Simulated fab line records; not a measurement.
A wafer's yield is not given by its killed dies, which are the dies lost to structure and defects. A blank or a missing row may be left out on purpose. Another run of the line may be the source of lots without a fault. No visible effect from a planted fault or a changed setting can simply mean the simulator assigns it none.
Which of the tools did it? | flow nand-harc | Sampling: 7 lots, 21 wafers, 2 of 1159 route steps

== WHAT THE GAUGES SHOWED, per wafer ==
NHARC_P_ZERO_WELL_INSPECT_43.
lot  | measured    | on                | raw-defect-count
L683 | day 2 01:29 | defect-inspect-01 | 11 12 8
L688 | day 3 07:25 | defect-inspect-01 | 10 16 15
L690 | day 3 19:29 | defect-inspect-02 | 14 13 22
L699 | day 6 01:46 | defect-inspect-02 | 9 15 17
L701 | day 6 13:42 | defect-inspect-01 | 6 9 5
L703 | day 7 01:37 | defect-inspect-01 | 18 10 14
L705 | day 7 13:28 | defect-inspect-02 | 20 12 15

== TOOL THAT RAN EACH LOT (tool first, then ch and the chambers of the sampled wafers, then the start) ==
lot  | NHARC_P_ZERO_WELL_ETCH_63
L683 | rie-si-05 ch 0,1,3, day 1 19:41
L688 | rie-si-06 ch 0,3, day 3 01:32
L690 | rie-si-06 ch 1,2,3, day 3 13:40
L699 | rie-si-01 ch 0,2,3, day 5 19:40
L701 | rie-si-05 ch 0,3, day 6 07:39
L703 | rie-si-01 ch 0,1,2, day 6 19:40
L705 | rie-si-01 ch 0,3, day 7 07:40
- NHARC_P_ZERO_WELL_ETCH_63: etches the open film in HBr/Cl2, target depth 120 nm, time 40.1 s.

== THE ANSWER, worked out from the rows above alone ==
Rule: what is usual is taken from the lots themselves. Put in order of their means at a reading, lots are off if they are a third of the lots or fewer, leave a main group of 4 or more, and stand apart from it by a gap of 3 or more times the standard deviation of the main group's means; of several such gaps the widest counts. If all means in a main group match to the digits the tables above print for the reading, that group is not used. A lot without any number at a reading at which 4 lots or more have one is off too. The other lots that the step has rows for count as sound.
Across all readings shown, no lot is off: no conclusion can be drawn from this.

== WHAT HAD BEEN PUT IN BY THE SIMULATOR ==
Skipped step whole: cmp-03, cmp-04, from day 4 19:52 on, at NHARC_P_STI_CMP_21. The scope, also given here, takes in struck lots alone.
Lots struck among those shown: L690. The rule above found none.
